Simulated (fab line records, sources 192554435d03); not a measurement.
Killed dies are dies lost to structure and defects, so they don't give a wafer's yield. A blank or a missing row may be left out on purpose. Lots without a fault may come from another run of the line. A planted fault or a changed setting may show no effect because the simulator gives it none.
Chamber matching | flow n5_finfet | N5_BEOL_M0_SAQP_SPACER2_ALD_26 on ald_sin-02: 4 sister chambers
The step deposits SiO2, target thk 15 nm, pulse time 1 s, purge time 2 s. 14 wafers are shown with their chamber, then 7 later ones without.

WAFERS WITH THEIR CHAMBER
wafer  | chamber | heater_power_w (W) | chamber_pressure_Torr (Torr) | precursor_pulse_height_rel
L076.2 | 0       | 518                | 1.999                        | 0.973
L076.3 | 1       | 540                | 1.999                        | 1.026
L076.4 | 2       | 533                | 2.002                        | 0.964
L083.2 | 2       | 543                | 1.993                        | 0.989
L083.5 | 1       | 527                | 2.012                        | 1.028
L083.6 | 2       | 528                | 2.001                        | 0.985
L085.2 | 0       | 508                | 1.994                        | 1.014
L085.5 | 0       | 534                | 1.999                        | 1.000
L085.6 | 3       | 431                | 1.996                        | 0.993
L092.1 | 2       | 529                | 1.999                        | 1.033
L092.2 | 1       | 545                | 2.003                        | 0.998
L092.3 | 0       | 513                | 2.008                        | 0.973
L094.1 | 0       | 516                | 2.004                        | 1.020
L094.5 | 1       | 535                | 2.005                        | 1.049

SIGNATURES (means of the wafers above)
reading                    | chamber 0 | chamber 1 | chamber 2 | chamber 3 | scatter within a chamber
heater_power_w             | 517.80    | 536.75    | 533.25    | 431.00    | 8.38
chamber_pressure_Torr      | 2.00080   | 2.00475   | 1.99875   | 1.99600   | 0.00502
precursor_pulse_height_rel | 0.99600   | 1.02525   | 0.99275   | 0.99300   | 0.0241
Rule: a wafer's distance from a chamber is the root of the sum, over the readings, of the square of ((its reading less the chamber's mean) divided by the reading's scatter). The wafer belongs to the nearest chamber; if the next one is less than 2 further off, it can't be placed. The scatter: the root of (the sum of the squares of (reading less its chamber's mean) over the shown wafers, divided by (wafers less chambers)).

WAFERS WITHOUT THEIR CHAMBER
wafer  | heater_power_w (W) | chamber_pressure_Torr (Torr) | precursor_pulse_height_rel
L094.6 | 510                | 2.001                        | 1.000
L095.2 | 514                | 2.001                        | 0.986
L095.3 | 544                | 2.000                        | 1.014
L095.4 | 526                | 1.994                        | 0.987
L097.3 | 522                | 2.001                        | 0.990
L097.5 | 514                | 1.995                        | 1.005
L097.6 | 549                | 1.997                        | 0.988

WHICH CHAMBER EACH WENT THROUGH
wafer  | from the rows above          | in truth
L094.6 | can't be placed: 0 or 2      | 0
L095.2 | can't be placed: 0 or 2      | 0
L095.3 | can't be placed: 1 or 2 or 0 | 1
L095.4 | can't be placed: 2 or 0 or 1 | 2
L097.3 | can't be placed: 0 or 2 or 1 | 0
L097.5 | can't be placed: 0 or 2      | 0
L097.6 | can't be placed: 2 or 1 or 0 | 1
Placed correctly: 0 of 7. Can't be placed from these rows: 7 (the true chamber is among the candidates in 7). Placed wrongly: 0.
